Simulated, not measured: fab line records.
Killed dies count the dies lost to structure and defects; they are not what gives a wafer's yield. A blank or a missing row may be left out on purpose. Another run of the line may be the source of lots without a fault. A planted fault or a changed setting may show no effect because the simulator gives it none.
Which tool is to blame?    flow n5_finfet    10 lots, 27 wafers sampled, at 5 steps of a route of 1938

## WHAT EACH GAUGE READ, for each wafer
N5_BEOL_M4_RC_MEAS_101. Usual: DIBL_N 36.1 mV/V, standard deviation 2.5; DIBL_P 36 mV/V, standard deviation 3.3; IOFF_N 0.16 nA/um, standard deviation 0.046; IOFF_P 0.20 nA/um, standard deviation 0.051; ION_N 676 uA/um, standard deviation 16; ION_P 462 uA/um, standard deviation 11; SS_N 71.6 mV/dec, standard deviation 0.87; SS_P 73.2 mV/dec, standard deviation 0.86; VT_N 251 mV, standard deviation 4.4; VT_P -252 mV, standard deviation 4.6.
lot   measured      on         DIBL_N (mV/V)   DIBL_P (mV/V)  IOFF_N (nA/um)  IOFF_P (nA/um)  ION_N (uA/um)  ION_P (uA/um)  SS_N (mV/dec)   SS_P (mV/dec)   VT_N (mV)    VT_P (mV)       flag
L460  day 9 09:12   prober-02  36.6 37.9       37 39          0.17 0.20       0.21 0.26       683 692        459 472        71.8 72.5       73.2 74.2       249 248      -250 -248       
L463  day 9 10:52   prober-02  34.5 41.0 35.1  35 42 36       0.13 0.25 0.14  0.17 0.30 0.18  677 694 675    463 463 465    71.4 72.8 71.4  72.9 75.3 73.1  250 243 250  -253 -249 -255  
L467  day 10 19:55  prober-01  33.5 36.6 35.9  33 37 36       0.12 0.17 0.15  0.16 0.22 0.19  688 677 699    473 462 472    70.3 72.3 71.2  72.1 73.1 72.9  253 247 251  -253 -251 -251  
L471  day 12 06:52  prober-02  33.2            29             0.10            0.11            666            447            70.3            71.5            260          -262            
L474  day 13 06:30  prober-01  37.8 40.8 38.4  36 43 39       0.21 0.28 0.24  0.19 0.33 0.24  676 710 706    452 485 474    73.2 72.2 72.7  72.3 74.8 72.9  247 242 243  -250 -241 -245  
L475  day 13 13:56  prober-01  38.2 36.2 39.5  38 35 38       0.15 0.12 0.17  0.16 0.13 0.16  668 678 655    448 449 434    72.4 72.2 73.1  74.4 73.6 74.2  252 256 251  -260 -260 -260  
L477  day 13 19:27  prober-01  35.8 36.5 39.0  34 36 38       0.13 0.13 0.18  0.16 0.18 0.20  680 673 680    465 463 457    71.4 71.2 72.0  72.1 73.1 73.3  253 254 252  -253 -251 -252  
L479  day 14 01:21  prober-01  35.2 33.2 34.9  35 31 33       0.13 0.10 0.13  0.20 0.14 0.18  672 647 664    473 452 461    71.3 71.0 71.7  72.6 72.2 72.7  253 258 255  -252 -257 -252  
L480  day 14 15:49  prober-02  33.9 39.7 36.0  34 41 32       0.13 0.25 0.16  0.19 0.34 0.16  663 706 661    455 477 451    71.0 72.1 73.0  72.9 74.5 72.5  253 244 253  -250 -243 -249  
L481  day 14 23:05  prober-02  38.2 38.2 37.5  38 39 38       0.19 0.19 0.18  0.24 0.26 0.24  660 679 692    462 471 474    72.5 72.5 71.3  73.5 74.0 73.4  248 249 246  -243 -247 -245  

## TOOL THAT RAN EACH LOT (tool first, then ch and the chambers of the sampled wafers, then the start)
lot   N5_DUMMY_GATE_ETCH_32            N5_DUMMY_GATE_ETCH_23            N5_SPACER0_ALD_07                 N5_SD_EPI_N_PEB_07
L460  rie_si-01 ch 1,2, day 2 22:04    rie_si-01 ch 1,2, day 2 22:07    ald_sin-03 ch 1,2, day 2 23:33    litho_track-03 ch 0, day 3 00:16
L463  rie_si-01 ch 0,1,2, day 3 21:09  rie_si-01 ch 0,1,2, day 3 21:11  ald_sin-02 ch 0,2,3, day 3 21:40  litho_track-01 ch 0, day 3 22:26
L467  rie_si-01 ch 0,3, day 4 16:09    rie_si-01 ch 0,3, day 4 16:11    ald_sin-03 ch 0,1, day 4 18:36    litho_track-03 ch 0, day 4 19:30
L471  rie_si-05 ch 2, day 5 17:25      rie_si-05 ch 2, day 5 17:28      ald_sin-03 ch 1, day 5 18:00      litho_track-03 ch 0, day 5 18:49
L474  rie_si-01 ch 0,1, day 6 10:37    rie_si-01 ch 0,1, day 6 10:40    ald_sin-02 ch 0,1,3, day 6 13:14  litho_track-01 ch 0, day 6 14:08
L475  rie_si-03 ch 1,2,3, day 6 18:54  rie_si-03 ch 1,2,3, day 6 18:56  ald_sin-03 ch 0,1,3, day 6 19:45  litho_track-05 ch 0, day 6 20:32
L477  rie_si-01 ch 1,2,3, day 7 04:26  rie_si-01 ch 1,2,3, day 7 04:29  ald_sin-01 ch 1,2, day 7 05:29    litho_track-01 ch 0, day 7 06:23
L479  rie_si-05 ch 1,3, day 7 20:36    rie_si-05 ch 1,3, day 7 20:38    ald_sin-02 ch 0,1,2, day 7 21:16  litho_track-03 ch 0, day 7 22:03
L480  rie_si-01 ch 0,1,3, day 8 01:26  rie_si-01 ch 0,1,3, day 8 01:28  ald_sin-02 ch 2,3, day 8 02:11    litho_track-05 ch 0, day 8 03:05
L481  rie_si-03 ch 0,2,3, day 8 04:53  rie_si-03 ch 0,2,3, day 8 04:55  ald_sin-02 ch 1,2,3, day 8 05:24  litho_track-05 ch 0, day 8 06:18
- N5_DUMMY_GATE_ETCH_32: etches SiO2 in CF4, target depth 3.5 nm, time 3.9 s.
- N5_DUMMY_GATE_ETCH_23: etches poly-Si in HBr/Cl2/O2, target depth 41 nm, time 22.3 s.
- N5_SPACER0_ALD_07: deposits SiNx, target thk 2 nm.
- N5_SD_EPI_N_PEB_07: peb time 60 s.

## WHAT THE TOOLS THEMSELVES READ (means of the sampled wafers that have a number; where no wafer has one, the mark that the record gives instead)
N5_DUMMY_GATE_ETCH_32. Usual: drypump_motor_current_A 5.5 A, standard deviation 0.36; oes_product_au 0.996 a.u., standard deviation 0.02; throttle_valve_pct 21.72 %, standard deviation 0.27.
lot   tool       drypump_motor_current_A (A)  oes_product_au (a.u.)  throttle_valve_pct (%)  flag
L460  rie_si-01  5.8                          0.982                  21.68                   
L463  rie_si-01  5.7                          0.988                  21.67                   
L467  rie_si-01  5.5                          0.988                  21.80                   
L471  rie_si-05  5.5                          0.989                  21.16                   
L474  rie_si-01  5.7                          0.996                  21.86                   
L475  rie_si-03  5.5                          0.995                  21.86                   
L477  rie_si-01  5.8                          0.974                  21.75                   
L479  rie_si-05  5.1                          1.003                  21.68                   
L480  rie_si-01  5.6                          0.991                  21.74                   
L481  rie_si-03  5.5                          0.997                  21.84                   

N5_DUMMY_GATE_ETCH_23. Usual: HBr_flow_sccm 150.0 sccm, standard deviation 0.46; drypump_motor_current_A 5.5 A, standard deviation 0.36; oes_product_au 0.995 a.u., standard deviation 0.016; throttle_valve_pct 37.3 %, standard deviation 0.5.
lot   tool       HBr_flow_sccm (sccm)  drypump_motor_current_A (A)  oes_product_au (a.u.)  throttle_valve_pct (%)  flag
L460  rie_si-01  150.0                 5.8                          0.982                  37.1                    
L463  rie_si-01  150.2                 5.7                          0.990                  37.1                    
L467  rie_si-01  150.0                 5.5                          0.994                  37.3                    
L471  rie_si-05  150.0                 5.5                          0.998                  36.2                    
L474  rie_si-01  150.3                 5.7                          0.995                  37.2                    
L475  rie_si-03  150.0                 5.5                          0.995                  37.6                    
L477  rie_si-01  150.2                 5.8                          0.972                  37.3                    
L479  rie_si-05  149.2                 5.1                          0.999                  37.3                    
L480  rie_si-01  149.8                 5.6                          1.010                  37.1                    
L481  rie_si-03  149.8                 5.5                          0.990                  37.8                    

N5_SPACER0_ALD_07. Usual: heater_power_w 840 W, standard deviation 67; susceptor_temp_C 399.98 C, standard deviation 0.23.
lot   tool        heater_power_w (W)  susceptor_temp_C (C)  flag
L460  ald_sin-03  908                 400.00                
L463  ald_sin-02  818                 400.27                
L467  ald_sin-03  851                 400.00                
L471  ald_sin-03  828                 400.60                
L474  ald_sin-02  821                 399.96                
L475  ald_sin-03  869                 399.95                
L477  ald_sin-01  806                 400.17                
L479  ald_sin-02  807                 400.01                
L480  ald_sin-02  795                 399.95                
L481  ald_sin-02  786                 400.07                

N5_SD_EPI_N_PEB_07. Usual: chill_plate_temp_C 23.02 C, standard deviation 0.11; plate_temp_C 109.98 C, standard deviation 0.13.
lot   tool            chill_plate_temp_C (C)  plate_temp_C (C)  flag
L460  litho_track-03  23.09                   109.98            
L463  litho_track-01  22.83                   109.90            
L467  litho_track-03  23.02                   110.68            OFF
L471  litho_track-03  22.94                   110.67            OFF
L474  litho_track-01  23.15                   109.77            
L475  litho_track-05  22.95                   110.01            
L477  litho_track-01  23.14                   109.95            
L479  litho_track-03  23.01                   109.87            
L480  litho_track-05  23.06                   110.02            
L481  litho_track-05  22.85                   110.03            

## THE ANSWER, worked out from the rows above alone
Rule: take the mean of a lot's wafers that have a number; if it is more than 3 standard deviations from the usual mean, the lot is off. Also off: a lot with no number at a reading for which 4 or more lots have one. Where the step has rows for the other lots, those lots are counted as sound. The gauges are gone through in route order, then the tools' own readings, and for those a lot's mean is taken as printed above. At the first step where some lot is off, the reading lying furthest off is the one used; lots without a number count as furthest.
Off at N5_SD_EPI_N_PEB_07 (plate_temp_C): L467, L471.
A tool fits if, at that step or a process step before it, it ran every lot that is off, and no sound lot after the first of them. None of those tried fits.

## WHAT WAS PUT IN BY THE SIMULATOR
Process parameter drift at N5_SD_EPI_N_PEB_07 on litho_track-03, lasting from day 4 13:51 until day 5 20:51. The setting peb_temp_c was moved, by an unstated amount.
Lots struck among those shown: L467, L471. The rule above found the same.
